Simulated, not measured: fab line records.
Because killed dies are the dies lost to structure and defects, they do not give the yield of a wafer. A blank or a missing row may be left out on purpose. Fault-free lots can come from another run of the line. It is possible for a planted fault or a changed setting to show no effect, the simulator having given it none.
Matching of chambers | flow n5 finfet | N5_BEOL_M8_STRIP_67 on rie diel-04 has 4 sister chambers
The step strips in CF4. 14 wafers are shown with their chamber, then 7 later ones without.

WAFERS WITH THEIR CHAMBER
wafer  | chamber | showerhead plenum p Torr (Torr) | throttle valve pct (%) | oes product au (a.u.)
L303.2 | 3       | 1.84                            | 13.59                  | 0.69
L303.3 | 1       | 1.89                            | 13.20                  | 0.90
L303.6 | 1       | 1.89                            | 13.23                  | 0.91
L310.2 | 1       | 1.88                            | 13.27                  | 0.87
L310.4 | 2       | 1.76                            | 13.68                  | 0.82
L310.6 | 0       | 1.83                            | 13.73                  | 0.83
L314.1 | 2       | 1.76                            | 13.72                  | 0.81
L314.4 | 2       | 1.76                            | 13.71                  | 0.81
L314.5 | 3       | 1.83                            | 13.64                  | 0.68
L315.4 | 0       | 1.83                            | 13.73                  | 0.82
L315.5 | 2       | 1.76                            | 13.69                  | 0.81
L315.6 | 3       | 1.83                            | 13.64                  | 0.67
L316.2 | 3       | 1.83                            | 13.66                  | 0.68
L316.5 | 3       | 1.83                            | 13.66                  | 0.67

SIGNATURES (averages over the wafers above)
reading                  | chamber 0 | chamber 1 | chamber 2 | chamber 3 | scatter within a chamber
showerhead plenum p Torr | 1.8300    | 1.8867    | 1.7600    | 1.8320    | 0.00383
throttle valve pct       | 13.7300   | 13.2333   | 13.7000   | 13.6380   | 0.026
oes product au           | 0.8250    | 0.8933    | 0.8125    | 0.6780    | 0.0113
Rule: a wafer's distance from a chamber is the root of the sum, over the readings, of the square of ((its reading less the chamber's mean) divided by the reading's scatter). The wafer belongs to the nearest chamber; if the next one is less than 2 further off, it can't be placed. How the scatter is found: for the shown wafers, subtract from each reading the mean of its chamber, square and add these, divide the total by (wafers less chambers), then take the root.

WAFERS WITH NO CHAMBER GIVEN
wafer  | showerhead plenum p Torr (Torr) | throttle valve pct (%) | oes product au (a.u.)
L316.6 | 1.83                            | 13.73                  | 0.81
L323.2 | 1.88                            | 13.32                  | 0.82
L323.4 | 1.83                            | 13.09                  | 0.92
L323.5 | 1.88                            | 13.34                  | 0.82
L324.1 | 1.75                            | 13.78                  | 0.78
L324.5 | 1.88                            | 13.32                  | 0.83
L324.6 | 1.75                            | 13.76                  | 0.78

EACH ONE'S CHAMBER
wafer  | from the rows above | in truth
L316.6 | 0                   | 0
L323.2 | 1                   | 1
L323.4 | 1                   | 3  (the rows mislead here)
L323.5 | 1                   | 1
L324.1 | 2                   | 2
L324.5 | 1                   | 1
L324.6 | 2                   | 2
Correct placement for 6 of the 7. Not placeable from these rows: 0. Placed wrongly: 1.
